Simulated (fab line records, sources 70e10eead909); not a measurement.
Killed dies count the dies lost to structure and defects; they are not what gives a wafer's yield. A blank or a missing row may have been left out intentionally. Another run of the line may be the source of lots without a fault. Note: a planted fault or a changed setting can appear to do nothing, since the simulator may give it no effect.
Problem report in the 8D (eight disciplines) form, filled by code + flow nand-harc + the parts of the form that need people (team, actions taken, sign-off) are left out

1. THE ISSUE
Wafers without a fault read 51, standard deviation 17; killed-at-array at NHARC_END_SORT_01 reads a mean of 279 on 3 wafers belonging to 2 lots. That puts it +13 standard deviations away from the usual mean.
First observed at day 29 13:13: wafer L799.3, on prober-01. Wafers with a number at this step in the record: 6, from 2 lots. Rule for "out" (also "out of limits"): further than 4 standard deviations from the usual mean. The rest of the wafers with a number are treated as sound.

2. WHAT IT IS, WHAT IT ISN'T
| question                    | is                           | is not                                                            |
|-----------------------------|------------------------------|-------------------------------------------------------------------|
| which readings at this step | killed-at-array, killed-dies | killed-at-other, killed-at-periphery, killed-open, killed-short   |
| which lots                  | L799, L801                   | -                                                                 |
| which wafers of those lots  | L799.3, L801.4, L801.5       | L799.4, L799.6, L801.2                                            |
| read on which gauges        | prober-01, prober-02         | -                                                                 |
| when                        | from day 29 13:13            | up to then (1 sound wafer); but 2 sound wafers of L799 came after |

3. SUSPECTS, AND WHAT RULES EACH OUT
Counting: any tool at a process step up to the reading remains a suspect provided it ran every lot that is out. Sound lots after the first of them don't rule it out here, since some wafers of a struck lot are sound.
- the gauge at NHARC_END_SORT_01 has been ruled out. The wafers that are out were read on 2 gauges (prober-01, prober-02).
- rie-diel-13 at NHARC_A_STAIRCASE_TRIM_24 (chemistry O2, time 211.2 s): kept. It ran every lot that is out, first L799 (day 20 10:58). Its own readings are out on those wafers: run-length-s.
- rie-diel-13, NHARC_A_STAIRCASE_TRIM_24: wafers that are out in chamber 0, sound lot-mates in chambers 1, 2.
After counting, what remains is rie-diel-13 at NHARC_A_STAIRCASE_TRIM_24.

4. THE CAUSE (what the simulator had put in)
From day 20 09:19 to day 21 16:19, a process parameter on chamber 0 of rie-diel-13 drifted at NHARC_A_STAIRCASE_TRIM_24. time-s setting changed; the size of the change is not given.
This tool alone remained once counting was done.

5. THE EFFECT CHAIN, in route order
Rows list readings where the struck wafers' mean (over those with a number) sits beyond 3 standard deviations from the usual. Readings are gone through only where the record gives a usual standard deviation; hours: the median, over the lots, of the time from a lot's start at the first step in this table giving one to that lot's start at this step; sigmas: the change measured in usual standard deviations.
| hours | step                      | reading         | usual    | on struck wafers | change | sigmas      |
|-------|---------------------------|-----------------|----------|------------------|--------|-------------|
| 0     | NHARC_A_STAIRCASE_TRIM_24 | run-length-s    | 232.41 s | 291.52           | +59.11 | +99 or more |
| 217   | NHARC_END_SORT_01         | killed-at-array | 51       | 279              | +228   | +13         |
| 217   | NHARC_END_SORT_01         | killed-dies     | 57       | 284              | +227   | +13         |
The process steps in it:
- NHARC_A_STAIRCASE_TRIM_24: chemistry O2, time 211.2 s.

6. WHAT WOULD HAVE CAUGHT IT SOONER
220 hours passed between the start of the fault at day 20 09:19 and the first reading out of limits at a measuring or inspecting step in this record, taken at day 29 13:13.
The tool's own readings at NHARC_A_STAIRCASE_TRIM_24 were out on every struck wafer that the step has a row for (run-length-s): an alarm limit on them would have fired on the first of those.
By day 29 13:13 the whole set of lots that are out, 2 in number, had already begun NHARC_A_STAIRCASE_TRIM_24 on rie-diel-13. Holding the tool at that point would not have protected any of them.
